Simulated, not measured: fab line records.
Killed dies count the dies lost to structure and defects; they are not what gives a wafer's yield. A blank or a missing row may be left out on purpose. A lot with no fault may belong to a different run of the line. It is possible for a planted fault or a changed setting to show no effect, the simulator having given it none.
Matching of chambers -- flow n5 finfet -- 4 sister chambers for N5_BEOL_M0_ALD_136 on ald metal-01
The step deposits TaN, pulse time 2 s, purge time 3 s, co reactant purge time 2 s. 8 wafers are shown with their chamber, then 7 later ones without.

## EACH WAFER AND ITS CHAMBER
wafer,chamber,heater power w (W),mfc carrier sccm (sccm)
L076.3,1,431,1496
L076.6,1,423,1505
L080.6,3,465,1500
L086.1,0,468,1501
L086.4,3,449,1498
L086.5,0,472,1493
L094.3,2,494,1497
L094.5,2,467,1506

## WAFERS WITH NO CHAMBER GIVEN
wafer,heater power w (W),mfc carrier sccm (sccm)
L094.6,422,1496
L095.1,410,1496
L095.2,455,1500
L095.3,468,1498
L096.1,407,1500
L096.3,497,1498
L096.4,461,1500

## CHAMBER TAKEN BY EACH
wafer,from the rows above,in truth
L094.6,1,1
L095.1,1,1
L095.2,can't be placed: 3 or 0 or 2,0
L095.3,can't be placed: 0 or 3 or 2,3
L096.1,1,1
L096.3,can't be placed: 2 or 0 or 3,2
L096.4,can't be placed: 3 or 0 or 2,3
3 of 7 placed correctly. Can't be placed from these rows: 4 (the true chamber is among the candidates in 4). Wrongly placed: 0.
How it was worked out, from the rows above alone: a wafer's distance from a chamber is the root of the sum, over the readings, of the square of ((its reading less the chamber's mean) divided by the reading's scatter). The wafer belongs to the nearest chamber; if the next one is less than 2 further off, it can't be placed. Each chamber's mean is taken over the wafers shown for it. How the scatter is found: for the shown wafers, subtract from each reading the mean of its chamber, square and add these, divide the total by (wafers less chambers), then take the root.
